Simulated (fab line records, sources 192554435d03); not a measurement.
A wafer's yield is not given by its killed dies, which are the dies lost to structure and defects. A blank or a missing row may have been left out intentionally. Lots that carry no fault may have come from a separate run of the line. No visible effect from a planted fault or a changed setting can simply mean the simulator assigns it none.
Lot-split experiment + flow n5_finfet + 21 wafers read across 7 lots, on a route 1938 steps long

## ABOUT THE SPLIT
At N5_SD_EPI_N_ETCH_16 (etches SiO2 in CHF3/O2, target depth 5 nm), the setting target_depth_a was moved away from the recipe's 50 angstrom on 7 of the 21 wafers read, by -10.9% to +10.2%. All remaining wafers had this setting at the recipe value.

Reading taken at the split's own step.

## THE READING
etch.depth_nm (the simulator's own value, which no gauge read), in nm, at N5_SD_EPI_N_ETCH_16 (etches SiO2 in CHF3/O2, target depth 5 nm). No usual value for it is given in the file. Across the 14 wafers here that went through the recipe, the average is 5.005 nm and the standard deviation 0.066 nm.

| wafer  | tool, chamber at the split | target_depth_a as run, angstrom | against the recipe | etch.depth_nm, nm | against lot-mates on the recipe |
|--------|----------------------------|---------------------------------|--------------------|-------------------|---------------------------------|
| L077.1 | rie_diel-06, 1             | 46.23                           | -7.5%              | 4.609             | -0.381                          |
| L077.3 | rie_diel-06, 3             | 46.23                           | -7.5%              | 4.596             | -0.394                          |
| L077.5 | rie_diel-06, 1             | 50                              | recipe             | 4.99              | -                               |
| L078.1 | rie_diel-03, 0             | 50                              | recipe             | 5.028             | -                               |
| L078.2 | rie_diel-03, 3             | 50                              | recipe             | 4.952             | -                               |
| L078.6 | rie_diel-03, 0             | 50                              | recipe             | 5.018             | -                               |
| L079.2 | rie_diel-06, 0             | 50                              | recipe             | 4.995             | -                               |
| L079.3 | rie_diel-06, 3             | 55.11                           | +10.2%             | 5.42              | +0.425                          |
| L079.5 | rie_diel-06, 0             | 55.11                           | +10.2%             | 5.519             | +0.524                          |
| L080.1 | rie_diel-06, 0             | 53.1                            | +6.2%              | 5.294             | +0.338                          |
| L080.2 | rie_diel-06, 3             | 50                              | recipe             | 4.982             | -                               |
| L080.6 | rie_diel-06, 3             | 50                              | recipe             | 4.93              | -                               |
| L083.3 | rie_diel-06, 2             | 50                              | recipe             | 5.125             | -                               |
| L083.4 | rie_diel-06, 1             | 50                              | recipe             | 5.017             | -                               |
| L083.6 | rie_diel-06, 2             | 50                              | recipe             | 5.127             | -                               |
| L084.2 | rie_diel-01, 2             | 50                              | recipe             | 4.87              | -                               |
| L084.5 | rie_diel-01, 3             | 44.55                           | -10.9%             | 4.543             | -0.327                          |
| L084.6 | rie_diel-01, 2             | 44.55                           | -10.9%             | 4.314             | -0.556                          |
| L090.1 | rie_diel-06, 3             | 50                              | recipe             | 4.967             | -                               |
| L090.5 | rie_diel-06, 0             | 50                              | recipe             | 5.039             | -                               |
| L090.6 | rie_diel-06, 1             | 50                              | recipe             | 5.031             | -                               |

FIT RESULTS
A straight line over all 21 wafers: etch.depth_nm changes by +0.0498 nm for each +1% of target_depth_a; r = +0.97; the points scatter about the line by 0.072 nm.
The same after taking each lot's own level away (the mean of its wafers on the recipe; 21 wafers): +0.0456 nm for each +1%; r = +0.98; scatter 0.056 nm.
On that fit, the largest move of target_depth_a shifts the reading by 0.5 nm.
Across the lots, their own levels run from 4.8700 to 5.0897 nm, a range of 3.3 times the standard deviation given above.
Hence the lot-to-lot level has little effect on the slope; both slopes agree.
Check: for one of the wafers moved furthest among these (-10.9%), held out of the fit, the line's prediction against its lot-mates is -0.542 nm. It came out at -0.327 nm against them.

## OTHER SPLITS APPLIED TO THESE WAFERS
These wafers also went through other splits before the reading. Each is held against what the fit with the lots' levels taken away leaves over:
| other split on the same wafers | wafers away from the commonest value | r with etch.depth_nm (lot level and that fit taken away) |
|--------------------------------|--------------------------------------|----------------------------------------------------------|
| N5_SD_EPI_N_EXPOSE_06 dose_mj  | 7                                    | +0.24                                                    |

## FILE'S OWN FIT
etch.depth_nm changes by +0.0461 nm for each +1% of target_depth_a, r = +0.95.
